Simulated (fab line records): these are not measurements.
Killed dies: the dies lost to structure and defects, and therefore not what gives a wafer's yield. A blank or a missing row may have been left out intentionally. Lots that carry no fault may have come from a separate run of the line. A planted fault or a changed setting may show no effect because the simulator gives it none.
What tool caused it? || flow n5-finfet || Sampling: 12 lots, 36 wafers, 2 of 1938 route steps

## WHAT EACH GAUGE READ, for each wafer
N5_BEOL_M11_INSPECT_58: inspects for defects (darkfield).
{"lot": "L075", "measured": "day 11 03:59", "on": "defect-inspect-02", "raw-defect-count": "67 56 60"}
{"lot": "L077", "measured": "day 11 09:47", "on": "defect-inspect-02", "raw-defect-count": "91 78 54"}
{"lot": "L079", "measured": "day 12 05:00", "on": "defect-inspect-01", "raw-defect-count": "71 77 36"}
{"lot": "L080", "measured": "day 12 11:53", "on": "defect-inspect-01", "raw-defect-count": "51 73 32"}
{"lot": "L082", "measured": "day 12 19:28", "on": "defect-inspect-01", "raw-defect-count": "75 75 96"}
{"lot": "L086", "measured": "day 13 14:38", "on": "defect-inspect-02", "raw-defect-count": "44 49 48"}
{"lot": "L088", "measured": "day 14 07:35", "on": "defect-inspect-02", "raw-defect-count": "84 68 89"}
{"lot": "L089", "measured": "day 14 11:22", "on": "defect-inspect-02", "raw-defect-count": "74 64 67"}
{"lot": "L092", "measured": "day 14 22:59", "on": "defect-inspect-02", "raw-defect-count": "69 45 74"}
{"lot": "L093", "measured": "day 15 11:20", "on": "defect-inspect-01", "raw-defect-count": "62 63 60"}
{"lot": "L096", "measured": "day 16 05:17", "on": "defect-inspect-01", "raw-defect-count": "86 46 85"}
{"lot": "L091", "measured": "day 16 23:23", "on": "defect-inspect-02", "raw-defect-count": "67 68 60"}

## WHICH TOOL RAN EACH LOT (tool, then ch and the chambers of the sampled wafers, then the start)
{"lot": "L075", "N5_BEOL_M11_SPUTTER_48": "pvd-sputter-03, day 11 03:01"}
{"lot": "L077", "N5_BEOL_M11_SPUTTER_48": "pvd-sputter-02, day 11 08:40"}
{"lot": "L079", "N5_BEOL_M11_SPUTTER_48": "pvd-sputter-01, day 12 04:02"}
{"lot": "L080", "N5_BEOL_M11_SPUTTER_48": "pvd-sputter-01, day 12 10:41"}
{"lot": "L082", "N5_BEOL_M11_SPUTTER_48": "pvd-sputter-03, day 12 18:25"}
{"lot": "L086", "N5_BEOL_M11_SPUTTER_48": "pvd-sputter-03, day 13 13:40"}
{"lot": "L088", "N5_BEOL_M11_SPUTTER_48": "pvd-sputter-01, day 14 06:02"}
{"lot": "L089", "N5_BEOL_M11_SPUTTER_48": "pvd-sputter-03, day 14 10:05"}
{"lot": "L092", "N5_BEOL_M11_SPUTTER_48": "pvd-sputter-02, day 14 21:37"}
{"lot": "L093", "N5_BEOL_M11_SPUTTER_48": "pvd-sputter-01, day 15 09:56"}
{"lot": "L096", "N5_BEOL_M11_SPUTTER_48": "pvd-sputter-01, day 16 03:08"}
{"lot": "L091", "N5_BEOL_M11_SPUTTER_48": "pvd-sputter-01, day 16 21:51"}
- N5_BEOL_M11_SPUTTER_48: material Cu, target thk 12 nm, time 2 s.

## THE ANSWER, worked out from the rows above alone
Rule: what is usual is taken from the lots themselves. Put in order of their means at a reading, lots are off if they are a third of the lots or fewer, leave a main group of 4 or more, and stand apart from it by a gap of 3 or more times the standard deviation of the main group's means; of several such gaps the widest counts. A main group whose means are all the same, to the digits that the tables above print for the reading, isn't used. A lot without any number at a reading at which 4 lots or more have one is off too. Any other lot the step has rows for is counted as sound.
Nothing can be told from this: no lot is off at any reading shown.

## WHAT WAS PUT IN BY THE SIMULATOR
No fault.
